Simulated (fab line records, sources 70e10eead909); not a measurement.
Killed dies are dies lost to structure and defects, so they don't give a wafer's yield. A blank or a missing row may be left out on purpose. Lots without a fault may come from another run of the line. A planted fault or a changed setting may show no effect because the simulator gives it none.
Problem report in the 8D (eight disciplines) form, filled by code | flow nand_harc | the parts of the form that need people (team, actions taken, sign-off) are left out

1. THE PROBLEM
thk_nm at NHARC_A_ONON_D1_THK_MEAS_21 reads a mean of 1639 nm on 3 wafers of 2 lots; wafers without a fault read 999 nm with a standard deviation of 8.3. That is +77 standard deviations from the usual mean.
The step: measures by ellipsometry.
First seen on wafer L456.4, day 13 12:52, on film_metro-01. The record holds 34 wafers of 12 lots with a number at this step. Rule for "out", or "out of limits": more than 4 standard deviations from the usual mean. The other wafers with a number count as sound.

2. WHAT IT IS AND WHAT IT IS NOT
question                    | is                           | is not
which readings at this step | thk_nm                       | -
which lots                  | L456, L458                   | L435, L436, L437, L438, L439, L440, L443, L447, L448, L449
which wafers of those lots  | L456.4, L456.6, L458.6       | L458.5
read on which gauges        | film_metro-01, film_metro-02 | -
when                        | from day 13 12:52            | up to then (30 sound wafers); but 1 sound wafer of L458 came after

3. SUSPECTS, AND WHAT RULES EACH OUT
Counting: a tool at a process step up to the reading stays a suspect if it ran every lot that is out. Sound lots after the first of them don't rule it out here, since some wafers of a struck lot are sound.
- the gauge at NHARC_A_ONON_D1_THK_MEAS_21: ruled out. The wafers that are out were read on 2 gauges (film_metro-01, film_metro-02).
- rie_diel-08 at NHARC_P_BONDPAD_ACTIVATE_29 (chemistry N2, time 60 s): kept. It ran every lot that is out, first L456 (day 12 01:40); its last sound lot up to then is L447 (day 9 20:34).
- rie_diel-12 at NHARC_A_ZERO_WELL_DESCUM_12 (chemistry O2, time 3 s): kept. It ran every lot that is out, first L456 (day 12 02:59); its last sound lot up to then is L439 (day 7 15:34).
- pecvd_onon-03 at NHARC_A_ONON_D1_DEP_19 (target thk 1000 nm): kept. It ran every lot that is out, first L456 (day 13 12:32); its last sound lot up to then is L449 (day 11 04:29).
- Within rie_diel-12 at NHARC_A_ZERO_WELL_DESCUM_12: the wafers that are out ran in chambers 2, 3; their sound lot-mates ran in chamber 0.
Left after counting: rie_diel-08 at NHARC_P_BONDPAD_ACTIVATE_29, rie_diel-12 at NHARC_A_ZERO_WELL_DESCUM_12, pecvd_onon-03 at NHARC_A_ONON_D1_DEP_19.

4. THE CAUSE (what the simulator had put in)
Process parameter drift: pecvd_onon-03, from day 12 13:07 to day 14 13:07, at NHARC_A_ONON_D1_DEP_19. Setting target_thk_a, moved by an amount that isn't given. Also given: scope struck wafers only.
Counting left 3 suspects, and this tool is among them.

5. THE CHAIN OF EFFECTS, in route order
Each row: a reading whose mean over the struck wafers that have a number lies more than 3 standard deviations from the usual. Only readings for which the record gives a usual standard deviation are gone through. hours: the time from each lot's start at the first step in this table that gives one to its start at this step, as a median over the lots. sigmas: the change in usual standard deviations.
hours | step                        | reading         | usual  | on struck wafers | change | sigmas
0     | NHARC_A_ONON_D1_THK_MEAS_21 | thk_nm          | 999 nm | 1639             | +640   | +77
262   | NHARC_END_SORT_01           | killed_at_array | 21     | 673              | +652   | +73
262   | NHARC_END_SORT_01           | killed_dies     | 26     | 677              | +651   | +73

6. WHAT WOULD HAVE CAUGHT IT SOONER
In this record the first reading out of limits at a measuring or inspecting step was taken at day 13 12:52, 24 hours after the fault began at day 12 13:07.
Of the tool readings at NHARC_A_ONON_D1_DEP_19 for which the record gives a usual standard deviation, none was out on any struck wafer, so an alarm limit of 4 standard deviations on them would not have fired.
Of the lots that are out (2), L458 began NHARC_A_ONON_D1_DEP_19 on pecvd_onon-03 after day 13 12:52. A hold on the tool at that time would have spared it.
